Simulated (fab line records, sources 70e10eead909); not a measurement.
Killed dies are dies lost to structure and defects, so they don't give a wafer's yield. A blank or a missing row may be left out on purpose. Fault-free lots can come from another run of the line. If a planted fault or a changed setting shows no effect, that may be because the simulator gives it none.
Chamber matching :: flow nand_harc :: 3 sister chambers for NHARC_P_GATE_DEP_103 on pecvd-02
The step deposits SiON, target thk 30 nm. 3 wafers are shown with their chamber, then 11 later ones without.

== EACH WAFER AND ITS CHAMBER ==
wafer: L092.5
chamber: 1
heater_power_w (W): 696

wafer: L092.6
chamber: 0
heater_power_w (W): 681

wafer: L093.1
chamber: 2
heater_power_w (W): 732

== WAFERS WHOSE CHAMBER IS MISSING ==
wafer: L093.2
heater_power_w (W): 644

wafer: L093.6
heater_power_w (W): 719

wafer: L094.1
heater_power_w (W): 750

wafer: L094.2
heater_power_w (W): 750

wafer: L094.6
heater_power_w (W): 753

wafer: L095.2
heater_power_w (W): 706

wafer: L095.4
heater_power_w (W): 808

wafer: L095.5
heater_power_w (W): 731

wafer: L096.2
heater_power_w (W): 679

wafer: L096.3
heater_power_w (W): 607

wafer: L096.4
heater_power_w (W): 769

== CHAMBER TAKEN BY EACH ==
wafer: L093.2
from the rows above: can't be placed: 0 or 1 or 2
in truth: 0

wafer: L093.6
from the rows above: can't be placed: 2 or 1 or 0
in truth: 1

wafer: L094.1
from the rows above: can't be placed: 2 or 1 or 0
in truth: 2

wafer: L094.2
from the rows above: can't be placed: 2 or 1 or 0
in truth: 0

wafer: L094.6
from the rows above: can't be placed: 2 or 1 or 0
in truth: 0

wafer: L095.2
from the rows above: can't be placed: 1 or 0 or 2
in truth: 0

wafer: L095.4
from the rows above: can't be placed: 2 or 1 or 0
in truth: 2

wafer: L095.5
from the rows above: can't be placed: 2 or 1 or 0
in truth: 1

wafer: L096.2
from the rows above: can't be placed: 0 or 1 or 2
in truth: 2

wafer: L096.3
from the rows above: can't be placed: 0 or 1 or 2
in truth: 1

wafer: L096.4
from the rows above: can't be placed: 2 or 1 or 0
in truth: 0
0 of 11 placed correctly. From these rows, 11 cannot be placed; in 11 the true chamber is one of the candidates. Number placed wrongly: 0.
How it was worked out, from the rows above alone: a wafer's distance from a chamber is the root of the sum, over the readings, of the square of ((its reading less the chamber's mean) divided by the reading's scatter). The wafer belongs to the nearest chamber; if the next one is less than 2 further off, it can't be placed. Each chamber's mean is taken over the wafers shown for it. The scatter: with one shown wafer a chamber, the root of the mean of the squares of how far each hidden wafer lies from its nearest shown one.
